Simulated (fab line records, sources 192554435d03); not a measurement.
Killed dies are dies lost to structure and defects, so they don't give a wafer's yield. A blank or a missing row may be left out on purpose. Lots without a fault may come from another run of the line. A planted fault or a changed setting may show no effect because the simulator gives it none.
One fault seen from 2 desks | flow n5_finfet | each desk has only its own numbers; what lay behind them comes last

THE METROLOGY DESK
What the gauges read, lot by lot, whatever tool the lot ran on: means of the sampled wafers that have a number. A lot is out of limits, marked OUT, if its mean lies more than 4 standard deviations from the usual mean; the brackets give that distance. Of its 37 readings 7 are shown: the one that was out of limits first, and those that lie furthest out on some lot.
Columns: A = DIBL_N at N5_BEOL_M4_RC_MEAS_101, usual 36.3 mV/V; B = DIBL_P at N5_BEOL_M4_RC_MEAS_101, usual 36.5 mV/V; C = IOFF_P at N5_BEOL_M4_RC_MEAS_101, usual 0.22 nA/um; D = ION_N at N5_BEOL_M4_RC_MEAS_101, usual 677 uA/um; E = ION_P at N5_BEOL_M4_RC_MEAS_101, usual 466 uA/um; F = COMB_M9 at N5_BEOL_M15_RC_MEAS_101, usual 1.51e-11 S/m; G = COMB_M9_max_site at N5_BEOL_M15_RC_MEAS_101, usual 2.1e-11 S/m
lot  | first seen here | A    | B    | C    | D   | E   | F                  | G
L245 | day 9 08:14     | 37.9 | 37.9 | 0.24 | 691 | 464 | 1.51e-11           | 2.0e-11
L247 | day 9 15:04     | 37.2 | 36.8 | 0.24 | 689 | 471 | 1.27e-11           | 1.7e-11
L250 | day 10 01:01    | 36.5 | 38.3 | 0.30 | 695 | 482 | 1.39e-11           | 1.9e-11
L253 | day 10 20:47    | 39.1 | 37.7 | 0.22 | 677 | 464 | 1.26e-11           | 1.6e-11
L256 | day 11 23:54    | 38.2 | 37.2 | 0.24 | 679 | 468 | 1.40e-10 (+46) OUT | 1.8e-10 (+37) OUT
L263 | day 13 12:35    | 32.5 | 32.5 | 0.18 | 664 | 467 | 1.98e-10 (+68) OUT | 3.1e-10 (+66) OUT
L264 | day 13 19:41    | 32.8 | 32.8 | 0.16 | 654 | 455 | 1.35e-11           | 1.7e-11
This desk's finding: out of limits on L256, L263; first on L256, day 15 18:49 (COMB_M9 at N5_BEOL_M15_RC_MEAS_101). In limits: L245, L247, L250, L253, L264.

THE TOOL OWNER'S DESK: ald_metal-04
The tool's own readings at N5_BEOL_M9_ALD_74 (deposits TaN, target thk 2 nm, pulse time 2 s, purge time 3 s): means of the sampled wafers that have a number, for each lot that ran on this tool. A lot is out of limits, marked OUT, if its mean lies more than 4 standard deviations from the usual mean; the brackets give that distance.
Columns: A = heater_power_w at N5_BEOL_M9_ALD_74, usual 417 W
lot  | first seen here | A
L245 | day 11 10:11    | 397
L247 | day 11 13:04    | 376
L250 | day 11 20:56    | 429
L253 | day 12 16:39    | 405
L256 | day 14 00:15    | 441
L263 | day 15 10:55    | 462
This desk's finding: nothing out of limits on any of the 6 lots.

PUT TOGETHER
The metrology desk could have raised an alarm at day 15 18:49, on L256, L263.
The tool owner's desk saw nothing out of limits.
The tool owner's desk has L256, L263 on record, within its limits.
Of the lots named, all ran N5_BEOL_M9_ALD_74 on ald_metal-04.

WHAT THE SIMULATOR HAD PUT IN
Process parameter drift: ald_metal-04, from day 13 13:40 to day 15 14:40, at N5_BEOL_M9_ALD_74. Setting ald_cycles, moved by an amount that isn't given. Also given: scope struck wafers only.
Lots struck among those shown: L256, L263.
Hours from the fault's start to each desk's first reading out of limits: the metrology desk, 53.
